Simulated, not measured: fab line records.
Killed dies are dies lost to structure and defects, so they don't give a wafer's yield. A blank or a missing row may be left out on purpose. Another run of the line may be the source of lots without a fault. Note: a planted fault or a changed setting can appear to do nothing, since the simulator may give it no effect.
Split-lot trial / flow n5 finfet / 7 lots, 21 wafers read, on a route of 1938 steps

THE SPLIT
At N5_BEOL_M14_PEB_08 (peb time 90 s), the setting peb temp c was moved away from the recipe's 130 C on 6 of the 21 wafers read, by -2.5% to -0.8%. The other wafers ran this setting at the recipe's value.

FROM THE SPLIT TO THE READING: what the file shows between them, 5 steps
- N5_BEOL_M14_DEVELOP_09: develop time 45 s
- N5_BEOL_M14_HARDBAKE_14: time 120 s
- N5_BEOL_M14_CD_MEAS_10: target cd 250 nm
- N5_BEOL_M14_STRIP_71: strips in post etch residue remover, time 60 s
- N5_BEOL_M14_SRD_72: time 30 s, dry time 30 s

THE READING
cd nm, in nm, at N5_BEOL_M14_CD_MEAS_17 (target cd 250 nm). On this fab line, fault-free wafers typically give 250.8 nm with a standard deviation of 1.7 nm.

wafer=L077.3; tool, chamber at the split=litho track-01, 0; peb temp c as run, C=127.9; against the recipe=-1.6%; cd nm, nm=244.0; against lot-mates on the recipe=-11.8
wafer=L077.4; tool, chamber at the split=litho track-01, 0; peb temp c as run, C=130; against the recipe=recipe; cd nm, nm=256.1; against lot-mates on the recipe=-
wafer=L077.5; tool, chamber at the split=litho track-01, 0; peb temp c as run, C=130; against the recipe=recipe; cd nm, nm=255.4; against lot-mates on the recipe=-
wafer=L079.3; tool, chamber at the split=litho track-01, 0; peb temp c as run, C=130; against the recipe=recipe; cd nm, nm=250.8; against lot-mates on the recipe=-
wafer=L079.5; tool, chamber at the split=litho track-01, 0; peb temp c as run, C=128.7; against the recipe=-1.0%; cd nm, nm=251.4; against lot-mates on the recipe=-2.6
wafer=L079.6; tool, chamber at the split=litho track-01, 0; peb temp c as run, C=130; against the recipe=recipe; cd nm, nm=257.2; against lot-mates on the recipe=-
wafer=L082.4; tool, chamber at the split=litho track-01, 0; peb temp c as run, C=130; against the recipe=recipe; cd nm, nm=253.7; against lot-mates on the recipe=-
wafer=L082.5; tool, chamber at the split=litho track-01, 0; peb temp c as run, C=130; against the recipe=recipe; cd nm, nm=252.2; against lot-mates on the recipe=-
wafer=L082.6; tool, chamber at the split=litho track-01, 0; peb temp c as run, C=130; against the recipe=recipe; cd nm, nm=251.6; against lot-mates on the recipe=-
wafer=L091.3; tool, chamber at the split=litho track-05, 0; peb temp c as run, C=130; against the recipe=recipe; cd nm, nm=250.5; against lot-mates on the recipe=-
wafer=L091.4; tool, chamber at the split=litho track-05, 0; peb temp c as run, C=130; against the recipe=recipe; cd nm, nm=241.3; against lot-mates on the recipe=-
wafer=L091.5; tool, chamber at the split=litho track-05, 0; peb temp c as run, C=130; against the recipe=recipe; cd nm, nm=248.8; against lot-mates on the recipe=-
wafer=L093.1; tool, chamber at the split=litho track-05, 0; peb temp c as run, C=130; against the recipe=recipe; cd nm, nm=250.1; against lot-mates on the recipe=-
wafer=L093.2; tool, chamber at the split=litho track-05, 0; peb temp c as run, C=126.7; against the recipe=-2.5%; cd nm, nm=231.7; against lot-mates on the recipe=-21.2
wafer=L093.4; tool, chamber at the split=litho track-05, 0; peb temp c as run, C=130; against the recipe=recipe; cd nm, nm=255.7; against lot-mates on the recipe=-
wafer=L095.2; tool, chamber at the split=litho track-05, 0; peb temp c as run, C=129; against the recipe=-0.8%; cd nm, nm=245.0; against lot-mates on the recipe=-0.1
wafer=L095.5; tool, chamber at the split=litho track-05, 0; peb temp c as run, C=130; against the recipe=recipe; cd nm, nm=245.1; against lot-mates on the recipe=-
wafer=L095.6; tool, chamber at the split=litho track-05, 0; peb temp c as run, C=129; against the recipe=-0.8%; cd nm, nm=245.4; against lot-mates on the recipe=+0.3
wafer=L094.2; tool, chamber at the split=litho track-01, 0; peb temp c as run, C=130; against the recipe=recipe; cd nm, nm=244.4; against lot-mates on the recipe=-
wafer=L094.4; tool, chamber at the split=litho track-01, 0; peb temp c as run, C=127.2; against the recipe=-2.2%; cd nm, nm=227.6; against lot-mates on the recipe=-21.2
wafer=L094.6; tool, chamber at the split=litho track-01, 0; peb temp c as run, C=130; against the recipe=recipe; cd nm, nm=253.2; against lot-mates on the recipe=-

FIT RESULTS
A straight line over all 21 wafers: cd nm changes by +7.74 nm for each +1% of peb temp c; r = +0.79; the points scatter about the line by 4.8 nm.
The same after taking each lot's own level away (the mean of its wafers on the recipe; 21 wafers): +7.99 nm for each +1%; r = +0.87; scatter 3.6 nm.
According to that fit, moving peb temp c by its largest amount changes the reading by 20 nm.
Across the lots, their own levels run from 245.10 to 255.75 nm, a range of 6.3 times the standard deviation given above.
So the lot-to-lot level blurs the effect unless lot-mates are compared.
Check: -18.5 nm against its lot-mates is what the line predicts for one of the wafers moved furthest among these (-2.5%) when that wafer is left out of the fit. It came out at -21.2 nm against them.

THE OTHER SPLITS THESE WAFERS WENT THROUGH
These wafers also went through other splits before the reading. Each is held against what the fit with the lots' levels taken away leaves over:
other split on the same wafers=N5_BEOL_M10_COAT_63 spin rpm; wafers away from the commonest value=6; r with cd nm (lot level and that fit taken away)=+0.23
other split on the same wafers=N5_BEOL_M10_COAT_64 spin rpm; wafers away from the commonest value=10; r with cd nm (lot level and that fit taken away)=+0.01
other split on the same wafers=N5_BEOL_M11_COAT_22 spin rpm; wafers away from the commonest value=10; r with cd nm (lot level and that fit taken away)=-0.18
other split on the same wafers=N5_BEOL_M11_ETCH_66 time s; wafers away from the commonest value=6; r with cd nm (lot level and that fit taken away)=-0.25
other split on the same wafers=N5_BEOL_M12_COAT_04 spin rpm; wafers away from the commonest value=7; r with cd nm (lot level and that fit taken away)=+0.11
other split on the same wafers=N5_BEOL_M14_EXPOSE_07 dose mj; wafers away from the commonest value=10; r with cd nm (lot level and that fit taken away)=+0.63

THE WHOLE CHAIN: every reading that the file lists as answering this split, in the file's order
step=N5_BEOL_M14_CD_MEAS_10; what it does=target cd 250 nm; reading=cd nm; change (the file's fit)=+7.58 nm for each +1% of the setting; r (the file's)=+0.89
step=N5_BEOL_M14_CD_MEAS_17; what it does=target cd 250 nm; reading=cd nm; change (the file's fit)=+7.91 nm for each +1% of the setting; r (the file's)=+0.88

FILE'S OWN FIT
cd nm changes by +7.91 nm for each +1% of peb temp c, r = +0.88.
